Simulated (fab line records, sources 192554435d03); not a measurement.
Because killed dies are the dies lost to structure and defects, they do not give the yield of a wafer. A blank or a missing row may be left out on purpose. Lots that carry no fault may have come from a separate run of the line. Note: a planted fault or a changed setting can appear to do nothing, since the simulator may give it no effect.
The tool behind it: which one?    flow n5-finfet    12 lots, 36 wafers sampled, at 2 steps of a route of 1938

## WHAT THE GAUGES READ, wafer by wafer
N5_BEOL_M0_CUTY_CD_MEAS_57 targets a cd of 200 nm.
lot   measured      on         cd-nm (nm)
L075  day 6 04:00   cd-sem-03  200.2 198.9 198.3
L077  day 6 09:41   cd-sem-02  198.6 197.9 199.1
L079  day 7 01:04   cd-sem-03  201.8 200.3 200.3
L081  day 7 09:55   cd-sem-02  199.5 200.6 200.8
L083  day 7 23:56   cd-sem-01  200.9 201.2 199.8
L085  day 8 16:48   cd-sem-01  199.5 199.0 198.9
L087  day 8 23:46   cd-sem-03  200.4 199.9 200.0
L089  day 9 14:43   cd-sem-02  197.5 198.5 198.4
L091  day 10 03:25  cd-sem-01  200.2 200.5 201.0
L093  day 10 11:49  cd-sem-03  200.8 200.6 201.4
L095  day 11 00:57  cd-sem-01  200.8 201.7 200.9
L097  day 11 13:59  cd-sem-01  199.3 199.5 198.6

## TOOL THAT RAN EACH LOT (tool first, then ch and the chambers of the sampled wafers, then the start)
lot   N5_BEOL_M0_SAQP_MANDREL_ETCH_20
L075  rie-si-05 ch 0,2,3, day 5 21:08
L077  rie-si-03 ch 0,1,3, day 6 04:35
L079  rie-si-04 ch 0,3, day 6 18:52
L081  rie-si-04 ch 0,1, day 7 04:46
L083  rie-si-03 ch 0,1,3, day 7 18:56
L085  rie-si-05 ch 0,1,2, day 8 10:40
L087  rie-si-04 ch 1,2, day 8 18:20
L089  rie-si-04 ch 0,1,2, day 9 08:46
L091  rie-si-04 ch 0,2, day 9 22:16
L093  rie-si-05 ch 0,2,3, day 10 06:33
L095  rie-si-03 ch 1,2,3, day 10 19:57
L097  rie-si-03 ch 0,2,3, day 11 08:28
- N5_BEOL_M0_SAQP_MANDREL_ETCH_20: etches a-Si in HBr/Cl2, stops on SiNx, target depth 60 nm, bt time 10 s, time 30 s.

## THE ANSWER, worked out from the rows above alone
Rule: what is usual is taken from the lots themselves. The widest of any qualifying gaps counts: lots, ordered by their means at a reading, are off when they make up no more than a third of the lots, leave a main group of 4 or more, and stand apart from it by 3 or more times the standard deviation of that group's means. A main group is skipped when, at the precision printed for the reading in the tables above, its means are all equal. A lot without any number at a reading at which 4 lots or more have one is off too. The other lots that the step has rows for count as sound.
No lot is off at any reading shown: from this, nothing can be told.

## WHAT THE SIMULATOR HAD PUT IN
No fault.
